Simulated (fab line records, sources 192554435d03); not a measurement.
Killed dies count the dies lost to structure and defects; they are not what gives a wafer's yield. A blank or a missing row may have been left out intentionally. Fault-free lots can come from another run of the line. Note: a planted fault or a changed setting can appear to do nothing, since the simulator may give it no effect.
Which tool is to blame? + flow n5_finfet + 66 wafers from 22 lots sampled at 6 of the route's 1938 steps

WHAT EACH GAUGE READ, for each wafer
No reading from a measuring or inspecting step in the record can be judged against a usual standard deviation.

TOOL THAT RAN EACH LOT (tool first, then ch and the chambers of the sampled wafers, then the start)
| lot  | N5_BEOL_M4_ETCH_77                 | N5_BEOL_M4_STRIP_36                | N5_BEOL_M4_ETCH_41                            | N5_BEOL_M4_ANNEAL_80         | N5_BEOL_M4_SPUTTER_94        | N5_BEOL_M4_SPUTTER_96        |
|------|------------------------------------|------------------------------------|-----------------------------------------------|------------------------------|------------------------------|------------------------------|
| L078 | rie_diel-06 ch 0,1, day 9 06:48    | rie_diel-03 ch 0,2, day 9 22:27    | rie_diel-03 ch 0,2, day 10 00:23 or earlier   | pvd_sputter-01, day 10 00:23 | pvd_sputter-01, day 10 01:38 | pvd_sputter-01, day 10 01:51 |
| L074 | rie_diel-02 ch 0,1,2, day 9 08:39  | rie_diel-02 ch 1,3, day 9 23:43    | rie_diel-02 ch 1,3, day 10 02:38 or earlier   | pvd_sputter-03, day 10 02:38 | pvd_sputter-03, day 10 03:52 | pvd_sputter-03, day 10 04:05 |
| L075 | rie_diel-03 ch 0,2,3, day 9 18:13  | rie_diel-03 ch 0,1, day 10 07:17   | rie_diel-03 ch 0,1, day 10 08:47 or earlier   | pvd_sputter-03, day 10 08:47 | pvd_sputter-03, day 10 10:01 | pvd_sputter-03, day 10 10:14 |
| L080 | rie_diel-03 ch 1,2, day 9 21:16    | rie_diel-03 ch 2,3, day 10 09:55   | rie_diel-03 ch 2,3, day 10 13:12 or earlier   | pvd_sputter-03, day 10 13:12 | pvd_sputter-03, day 10 14:26 | pvd_sputter-03, day 10 14:40 |
| L079 | rie_diel-03 ch 0,2, day 9 22:50    | rie_diel-02 ch 0,1, day 10 10:09   | rie_diel-02 ch 0,1, day 10 13:22 or earlier   | pvd_sputter-01, day 10 13:22 | pvd_sputter-01, day 10 14:36 | pvd_sputter-01, day 10 14:49 |
| L081 | rie_diel-06 ch 0,3, day 10 09:41   | rie_diel-02 ch 1,2, day 11 08:05   | rie_diel-02 ch 1,2, day 11 09:40 or earlier   | pvd_sputter-02, day 11 09:40 | pvd_sputter-02, day 11 10:54 | pvd_sputter-02, day 11 11:07 |
| L082 | rie_diel-06 ch 0,1,3, day 10 10:04 | rie_diel-06 ch 1,3, day 11 08:49   | rie_diel-06 ch 1,3, day 11 12:08 or earlier   | pvd_sputter-01, day 11 12:08 | pvd_sputter-01, day 11 13:23 | pvd_sputter-01, day 11 13:36 |
| L083 | rie_diel-03 ch 0,1, day 10 11:46   | rie_diel-03 ch 0,1, day 11 11:07   | rie_diel-03 ch 0,1, day 11 13:59 or earlier   | pvd_sputter-01, day 11 13:59 | pvd_sputter-01, day 11 15:13 | pvd_sputter-01, day 11 15:26 |
| L086 | rie_diel-06 ch 0,1,3, day 11 23:37 | rie_diel-03 ch 0,1,3, day 12 10:47 | rie_diel-03 ch 0,1,3, day 12 12:50 or earlier | pvd_sputter-01, day 12 12:50 | pvd_sputter-01, day 12 14:04 | pvd_sputter-01, day 12 14:17 |
| L084 | rie_diel-03 ch 0,1,3, day 12 11:26 | rie_diel-02 ch 0,3, day 12 14:38   | rie_diel-02 ch 0,3, day 12 17:35 or earlier   | pvd_sputter-02, day 12 17:35 | pvd_sputter-02, day 12 18:49 | pvd_sputter-02, day 12 19:02 |
| L085 | rie_diel-06 ch 0,1,2, day 12 12:28 | rie_diel-06 ch 1,2, day 12 18:56   | rie_diel-06 ch 1,2, day 12 20:26 or earlier   | pvd_sputter-02, day 12 20:26 | pvd_sputter-02, day 12 21:41 | pvd_sputter-02, day 12 21:54 |
| L087 | rie_diel-02 ch 0,2, day 12 16:26   | rie_diel-02 ch 0,2, day 12 22:26   | rie_diel-02 ch 0,2, day 13 00:34 or earlier   | pvd_sputter-01, day 13 00:34 | pvd_sputter-01, day 13 01:48 | pvd_sputter-01, day 13 02:01 |
| L088 | rie_diel-03 ch 1,2, day 12 19:19   | rie_diel-02 ch 0,2,3, day 13 07:34 | rie_diel-02 ch 0,2,3, day 13 09:42 or earlier | pvd_sputter-01, day 13 09:42 | pvd_sputter-01, day 13 10:56 | pvd_sputter-01, day 13 11:10 |
| L089 | rie_diel-06 ch 0,2, day 12 20:33   | rie_diel-02 ch 0,1,3, day 13 12:47 | rie_diel-02 ch 0,1,3, day 13 14:35 or earlier | pvd_sputter-02, day 13 14:35 | pvd_sputter-02, day 13 15:50 | pvd_sputter-02, day 13 16:03 |
| L091 | rie_diel-03 ch 0,1,2, day 12 21:45 | rie_diel-06 ch 0,1, day 13 16:07   | rie_diel-06 ch 0,1, day 13 17:50 or earlier   | pvd_sputter-03, day 13 17:50 | pvd_sputter-03, day 13 19:05 | pvd_sputter-03, day 13 19:18 |
| L090 | rie_diel-02 ch 2,3, day 13 04:26   | rie_diel-03 ch 0,2,3, day 13 16:07 | rie_diel-03 ch 0,2,3, day 13 19:23 or earlier | pvd_sputter-01, day 13 19:23 | pvd_sputter-01, day 13 20:37 | pvd_sputter-01, day 13 20:50 |
| L093 | rie_diel-06 ch 0,3, day 13 06:17   | rie_diel-03 ch 0,1,2, day 14 00:46 | rie_diel-03 ch 0,1,2, day 14 02:29 or earlier | pvd_sputter-01, day 14 02:29 | pvd_sputter-01, day 14 03:44 | pvd_sputter-01, day 14 03:57 |
| L092 | rie_diel-02 ch 1,2,3, day 13 09:58 | rie_diel-06 ch 0,1,2, day 14 06:04 | rie_diel-06 ch 0,1,2, day 14 08:53 or earlier | pvd_sputter-03, day 14 08:53 | pvd_sputter-03, day 14 10:08 | pvd_sputter-03, day 14 10:21 |
| L094 | rie_diel-03 ch 2,3, day 13 11:08   | rie_diel-03 ch 0,3, day 14 05:34   | rie_diel-03 ch 0,3, day 14 07:03 or earlier   | pvd_sputter-03, day 14 07:03 | pvd_sputter-03, day 14 08:17 | pvd_sputter-03, day 14 08:31 |
| L095 | rie_diel-06 ch 0,1,3, day 14 01:29 | rie_diel-03 ch 0,1,3, day 15 10:26 | rie_diel-03 ch 0,1,3, day 15 12:17 or earlier | pvd_sputter-01, day 15 12:17 | pvd_sputter-01, day 15 13:32 | pvd_sputter-01, day 15 13:45 |
| L096 | rie_diel-02 ch 1,2,3, day 14 05:38 | rie_diel-02 ch 1,2,3, day 15 14:19 | rie_diel-02 ch 1,2,3, day 15 15:45 or earlier | pvd_sputter-02, day 15 15:45 | pvd_sputter-02, day 15 16:59 | pvd_sputter-02, day 15 17:13 |
| L097 | rie_diel-02 ch 0,1, day 15 10:57   | rie_diel-03 ch 1,2,3, day 16 16:04 | rie_diel-03 ch 1,2,3, day 16 18:32 or earlier | pvd_sputter-02, day 16 18:32 | pvd_sputter-02, day 16 19:47 | pvd_sputter-02, day 16 20:00 |
- N5_BEOL_M4_ETCH_77: etches underlayer in N2/H2, target depth 6.5 nm, time 5.2 s.
- N5_BEOL_M4_STRIP_36: strips in N2/H2.
- N5_BEOL_M4_ETCH_41: etches SiCN in CH3F/O2, target depth 29.9 nm, time 52.5 s.
- N5_BEOL_M4_ANNEAL_80: time 240 s.
- N5_BEOL_M4_SPUTTER_94: material Cu, target thk 4.5 nm, time 8.29 s.
- N5_BEOL_M4_SPUTTER_96: material Cu, target thk 4.5 nm, time 8.29 s.

AS READ BY THE TOOLS THEMSELVES (means over the sampled wafers that have a number; for cases with no such wafer, the mark the record gives instead)
N5_BEOL_M4_ETCH_77.
| lot  | tool        | drypump_motor_current_A (A) | etch_rf_on_time_s (s) | oes_product_au (a.u.) | rf_fwd_power_W (W) | rf_vpp_V (V) | showerhead_plenum_p_Torr (Torr) | throttle_valve_pct (%) |
|------|-------------|-----------------------------|-----------------------|-----------------------|--------------------|--------------|---------------------------------|------------------------|
| L078 | rie_diel-06 | 5.7                         | 5.15                  | 0.61                  | 819.1              | 527.3        | 2.63                            | 18.0                   |
| L074 | rie_diel-02 | 5.6                         | 5.14                  | 0.67                  | 818.6              | 525.0        | 2.57                            | 17.8                   |
| L075 | rie_diel-03 | 5.5                         | 5.27                  | 0.66                  | 817.1              | 519.4        | 2.44                            | 17.7                   |
| L080 | rie_diel-03 | 5.8                         | 5.22                  | 0.63                  | 819.1              | 522.2        | 2.49                            | 18.0                   |
| L079 | rie_diel-03 | 5.4                         | 5.19                  | 0.67                  | 823.9              | 521.7        | 2.45                            | 17.7                   |
| L081 | rie_diel-06 | 6.2                         | 5.24                  | 0.60                  | 819.8              | 526.2        | 2.62                            | 18.0                   |
| L082 | rie_diel-06 | 6.0                         | 5.18                  | 0.59                  | 818.5              | 526.3        | 2.62                            | 17.9                   |
| L083 | rie_diel-03 | 5.3                         | 5.02                  | 0.75                  | 818.0              | 523.0        | 2.55                            | 17.8                   |
| L086 | rie_diel-06 | 6.0                         | 5.21                  | 0.58                  | 820.4              | 525.6        | 2.61                            | 18.0                   |
| L084 | rie_diel-03 | 5.6                         | 5.10                  | 0.74                  | 819.7              | 526.6        | 2.61                            | 17.8                   |
| L085 | rie_diel-06 | 5.8                         | 5.28                  | 0.59                  | 819.2              | 527.3        | 2.62                            | 18.0                   |
| L087 | rie_diel-02 | 5.5                         | 5.05                  | 0.79                  | 820.2              | 524.0        | 2.54                            | 17.4                   |
| L088 | rie_diel-03 | 5.7                         | 5.31                  | 0.60                  | 817.0              | 523.0        | 2.48                            | 18.1                   |
| L089 | rie_diel-06 | 6.0                         | 5.23                  | 0.59                  | 820.8              | 526.3        | 2.62                            | 18.1                   |
| L091 | rie_diel-03 | 5.5                         | 5.14                  | 0.66                  | 818.1              | 523.3        | 2.51                            | 18.0                   |
| L090 | rie_diel-02 | 6.0                         | 5.13                  | 0.66                  | 820.1              | 520.5        | 2.44                            | 17.6                   |
| L093 | rie_diel-06 | 6.2                         | 5.33                  | 0.67                  | 821.6              | 526.5        | 2.62                            | 17.9                   |
| L092 | rie_diel-02 | 5.7                         | 5.15                  | 0.74                  | 818.4              | 521.6        | 2.47                            | 17.7                   |
| L094 | rie_diel-03 | 5.8                         | 5.36                  | 0.66                  | 817.9              | 521.1        | 2.50                            | 17.7                   |
| L095 | rie_diel-06 | 6.0                         | 5.19                  | 0.66                  | 820.2              | 524.5        | 2.60                            | 17.9                   |
| L096 | rie_diel-02 | 5.7                         | 5.10                  | 0.72                  | 818.0              | 521.4        | 2.46                            | 17.8                   |
| L097 | rie_diel-02 | 5.9                         | 5.07                  | 0.74                  | 818.9              | 525.4        | 2.62                            | 17.5                   |

N5_BEOL_M4_STRIP_36.
| lot  | tool        | drypump_motor_current_A (A) | oes_product_au (a.u.) | rf_vpp_V (V) | showerhead_plenum_p_Torr (Torr) | throttle_valve_pct (%) |
|------|-------------|-----------------------------|-----------------------|--------------|---------------------------------|------------------------|
| L078 | rie_diel-03 | 5.1                         | 0.86                  | 57.1         | 2.47                            | 23.3                   |
| L074 | rie_diel-02 | 6.1                         | 0.72                  | 58.3         | 2.46                            | 23.6                   |
| L075 | rie_diel-03 | 5.6                         | 0.82                  | 60.8         | 2.59                            | 24.0                   |
| L080 | rie_diel-03 | 6.0                         | 0.68                  | 59.7         | 2.40                            | 23.5                   |
| L079 | rie_diel-02 | 5.9                         | 0.83                  | 58.9         | 2.64                            | 23.3                   |
| L081 | rie_diel-02 | 5.4                         | 0.80                  | 58.3         | 2.50                            | 23.9                   |
| L082 | rie_diel-06 | 5.8                         | 0.69                  | 60.5         | 2.61                            | 23.5                   |
| L083 | rie_diel-03 | 5.6                         | 0.79                  | 58.4         | 2.58                            | 24.0                   |
| L086 | rie_diel-03 | 5.6                         | 0.87                  | 59.1         | 2.61                            | 23.6                   |
| L084 | rie_diel-02 | 6.3                         | 0.76                  | 59.8         | 2.51                            | 23.3                   |
| L085 | rie_diel-06 | 5.6                         | 0.67                  | 60.3         | 2.60                            | 23.6                   |
| L087 | rie_diel-02 | 5.8                         | 0.89                  | 58.6         | 2.62                            | 23.1                   |
| L088 | rie_diel-02 | 5.9                         | 0.83                  | 59.5         | 2.52                            | 23.3                   |
| L089 | rie_diel-02 | 6.0                         | 0.84                  | 58.8         | 2.54                            | 23.5                   |
| L091 | rie_diel-06 | 5.7                         | 0.69                  | 58.8         | 2.61                            | 23.7                   |
| L090 | rie_diel-03 | 5.5                         | 0.84                  | 58.8         | 2.53                            | 23.3                   |
| L093 | rie_diel-03 | 5.5                         | 0.76                  | 59.9         | 2.50                            | 23.8                   |
| L092 | rie_diel-06 | 5.8                         | 0.78                  | 58.3         | 2.61                            | 23.7                   |
| L094 | rie_diel-03 | 5.3                         | 0.88                  | 59.7         | 2.55                            | 23.2                   |
| L095 | rie_diel-03 | 5.6                         | 0.83                  | 59.0         | 2.60                            | 23.6                   |
| L096 | rie_diel-02 | 5.7                         | 0.82                  | 58.6         | 2.45                            | 23.6                   |
| L097 | rie_diel-03 | 5.9                         | 0.77                  | 60.4         | 2.56                            | 23.7                   |

N5_BEOL_M4_ETCH_41.
| lot  | tool        | CH3F_flow_sccm (sccm) | drypump_motor_current_A (A) | oes_product_au (a.u.) | rf_fwd_power_W (W) | rf_vpp_V (V) | showerhead_plenum_p_Torr (Torr) | throttle_valve_pct (%) |
|------|-------------|-----------------------|-----------------------------|-----------------------|--------------------|--------------|---------------------------------|------------------------|
| L078 | rie_diel-03 | 30.06                 | 5.1                         | 0.86                  | 390.0              | 296.4        | 1.94                            | 16.0                   |
| L074 | rie_diel-02 | 29.95                 | 6.1                         | 0.71                  | 390.7              | 295.6        | 1.92                            | 16.3                   |
| L075 | rie_diel-03 | 30.11                 | 5.6                         | 0.83                  | 391.2              | 296.7        | 2.05                            | 16.5                   |
| L080 | rie_diel-03 | 29.98                 | 5.9                         | 0.68                  | 391.7              | 295.7        | 1.88                            | 16.3                   |
| L079 | rie_diel-02 | 29.97                 | 5.9                         | 0.85                  | 390.1              | 300.6        | 2.08                            | 16.1                   |
| L081 | rie_diel-02 | 29.98                 | 5.4                         | 0.80                  | 390.7              | 297.3        | 1.97                            | 16.5                   |
| L082 | rie_diel-06 | 29.97                 | 5.7                         | 0.68                  | 391.6              | 298.7        | 2.07                            | 16.4                   |
| L083 | rie_diel-03 | 29.94                 | 5.5                         | 0.80                  | 390.9              | 297.6        | 2.04                            | 16.6                   |
| L086 | rie_diel-03 | 30.05                 | 5.6                         | 0.88                  | 390.8              | 297.8        | 2.06                            | 16.3                   |
| L084 | rie_diel-02 | 30.13                 | 6.3                         | 0.75                  | 389.0              | 296.4        | 1.97                            | 16.0                   |
| L085 | rie_diel-06 | 30.04                 | 5.5                         | 0.67                  | 392.7              | 298.2        | 2.05                            | 16.5                   |
| L087 | rie_diel-02 | 29.84                 | 5.8                         | 0.89                  | 391.5              | 298.5        | 2.08                            | 15.9                   |
| L088 | rie_diel-02 | 29.99                 | 5.9                         | 0.83                  | 391.6              | 297.2        | 2.00                            | 16.0                   |
| L089 | rie_diel-02 | 29.98                 | 6.0                         | 0.84                  | 390.1              | 297.9        | 1.99                            | 16.1                   |
| L091 | rie_diel-06 | 30.07                 | 5.7                         | 0.70                  | 393.2              | 298.0        | 2.05                            | 16.5                   |
| L090 | rie_diel-03 | 30.04                 | 5.5                         | 0.84                  | 392.4              | 296.1        | 1.98                            | 16.1                   |
| L093 | rie_diel-03 | 30.00                 | 5.5                         | 0.76                  | 391.6              | 297.6        | 1.97                            | 16.4                   |
| L092 | rie_diel-06 | 29.97                 | 5.8                         | 0.78                  | 393.6              | 299.1        | 2.04                            | 16.3                   |
| L094 | rie_diel-03 | 29.96                 | 5.3                         | 0.89                  | 391.0              | 297.6        | 2.01                            | 16.0                   |
| L095 | rie_diel-03 | 29.98                 | 5.6                         | 0.84                  | 390.6              | 298.7        | 2.05                            | 16.3                   |
| L096 | rie_diel-02 | 29.94                 | 5.6                         | 0.83                  | 390.5              | 296.4        | 1.93                            | 16.2                   |
| L097 | rie_diel-03 | 30.10                 | 5.9                         | 0.77                  | 391.4              | 297.9        | 2.02                            | 16.4                   |

N5_BEOL_M4_ANNEAL_80.
| lot  | tool           | heater_power_w (W) | susceptor_temp_C_max |
|------|----------------|--------------------|----------------------|
| L078 | pvd_sputter-01 | 778                | 401.0                |
| L074 | pvd_sputter-03 | 918                | 400.8                |
| L075 | pvd_sputter-03 | 821                | 401.2                |
| L080 | pvd_sputter-03 | 778                | 400.9                |
| L079 | pvd_sputter-01 | 778                | 401.0                |
| L081 | pvd_sputter-02 | 868                | 401.1                |
| L082 | pvd_sputter-01 | 804                | 401.1                |
| L083 | pvd_sputter-01 | 791                | 400.7                |
| L086 | pvd_sputter-01 | 793                | 400.7                |
| L084 | pvd_sputter-02 | 865                | 401.0                |
| L085 | pvd_sputter-02 | 862                | 400.7                |
| L087 | pvd_sputter-01 | 834                | 401.1                |
| L088 | pvd_sputter-01 | 759                | 401.0                |
| L089 | pvd_sputter-02 | 929                | 400.7                |
| L091 | pvd_sputter-03 | 802                | 400.9                |
| L090 | pvd_sputter-01 | 772                | 401.0                |
| L093 | pvd_sputter-01 | 780                | 401.0                |
| L092 | pvd_sputter-03 | 837                | 400.8                |
| L094 | pvd_sputter-03 | 859                | 400.8                |
| L095 | pvd_sputter-01 | 776                | 401.0                |
| L096 | pvd_sputter-02 | 904                | 400.9                |
| L097 | pvd_sputter-02 | 935                | 400.7                |

N5_BEOL_M4_SPUTTER_94.
| lot  | tool           | chuck_gas_flow_sccm (sccm) | throttle_valve_pct (%) |
|------|----------------|----------------------------|------------------------|
| L078 | pvd_sputter-01 | 1.22                       | 28.9                   |
| L074 | pvd_sputter-03 | 1.25                       | 30.2                   |
| L075 | pvd_sputter-03 | 1.17                       | 30.3                   |
| L080 | pvd_sputter-03 | 1.24                       | 30.3                   |
| L079 | pvd_sputter-01 | 1.28                       | 29.5                   |
| L081 | pvd_sputter-02 | 1.29                       | 29.2                   |
| L082 | pvd_sputter-01 | 1.25                       | 30.0                   |
| L083 | pvd_sputter-01 | 1.27                       | 29.1                   |
| L086 | pvd_sputter-01 | 1.25                       | 29.7                   |
| L084 | pvd_sputter-02 | 1.27                       | 29.2                   |
| L085 | pvd_sputter-02 | 1.26                       | 29.0                   |
| L087 | pvd_sputter-01 | 1.24                       | 30.0                   |
| L088 | pvd_sputter-01 | 1.26                       | 29.2                   |
| L089 | pvd_sputter-02 | 1.29                       | 29.1                   |
| L091 | pvd_sputter-03 | 1.29                       | 31.0                   |
| L090 | pvd_sputter-01 | 1.24                       | 29.2                   |
| L093 | pvd_sputter-01 | 1.23                       | 29.7                   |
| L092 | pvd_sputter-03 | 1.26                       | 30.0                   |
| L094 | pvd_sputter-03 | 1.27                       | 30.0                   |
| L095 | pvd_sputter-01 | 1.27                       | 29.1                   |
| L096 | pvd_sputter-02 | 1.28                       | 29.2                   |
| L097 | pvd_sputter-02 | 1.25                       | 29.3                   |

N5_BEOL_M4_SPUTTER_96.
| lot  | tool           | chuck_gas_flow_sccm (sccm) | throttle_valve_pct (%) |
|------|----------------|----------------------------|------------------------|
| L078 | pvd_sputter-01 | 1.28                       | 29.1                   |
| L074 | pvd_sputter-03 | 1.28                       | 30.1                   |
| L075 | pvd_sputter-03 | 1.21                       | 30.4                   |
| L080 | pvd_sputter-03 | 1.18                       | 30.5                   |
| L079 | pvd_sputter-01 | 1.30                       | 29.6                   |
| L081 | pvd_sputter-02 | 1.26                       | 29.3                   |
| L082 | pvd_sputter-01 | 1.29                       | 30.2                   |
| L083 | pvd_sputter-01 | 1.22                       | 29.1                   |
| L086 | pvd_sputter-01 | 1.27                       | 29.5                   |
| L084 | pvd_sputter-02 | 1.28                       | 29.2                   |
| L085 | pvd_sputter-02 | 1.22                       | 29.3                   |
| L087 | pvd_sputter-01 | 1.24                       | 30.2                   |
| L088 | pvd_sputter-01 | 1.29                       | 29.1                   |
| L089 | pvd_sputter-02 | 1.25                       | 29.3                   |
| L091 | pvd_sputter-03 | 1.28                       | 31.1                   |
| L090 | pvd_sputter-01 | 1.27                       | 29.1                   |
| L093 | pvd_sputter-01 | 1.27                       | 29.7                   |
| L092 | pvd_sputter-03 | 1.24                       | 30.2                   |
| L094 | pvd_sputter-03 | 1.25                       | 30.1                   |
| L095 | pvd_sputter-01 | 1.26                       | 29.1                   |
| L096 | pvd_sputter-02 | 1.29                       | 29.1                   |
| L097 | pvd_sputter-02 | 1.28                       | 29.3                   |

THE ANSWER, worked out from the rows above alone
Rule: the usual values come from the lots themselves. The widest of any qualifying gaps counts: lots, ordered by their means at a reading, are off when they make up no more than a third of the lots, leave a main group of 4 or more, and stand apart from it by 3 or more times the standard deviation of that group's means. A main group is skipped when, at the precision printed for the reading in the tables above, its means are all equal. Also off: a lot with no number at a reading for which 4 or more lots have one. Any other lot the step has rows for is counted as sound. First the gauges in route order, then the tools' own readings, where a lot's mean is used as printed above. The first step at which some lot is off is used, and at that step the reading that is off furthest; a lot without a number counts as furthest.
No lot is off on any of the readings shown, so nothing can be concluded from this.

WHAT THE SIMULATOR HAD PUT IN
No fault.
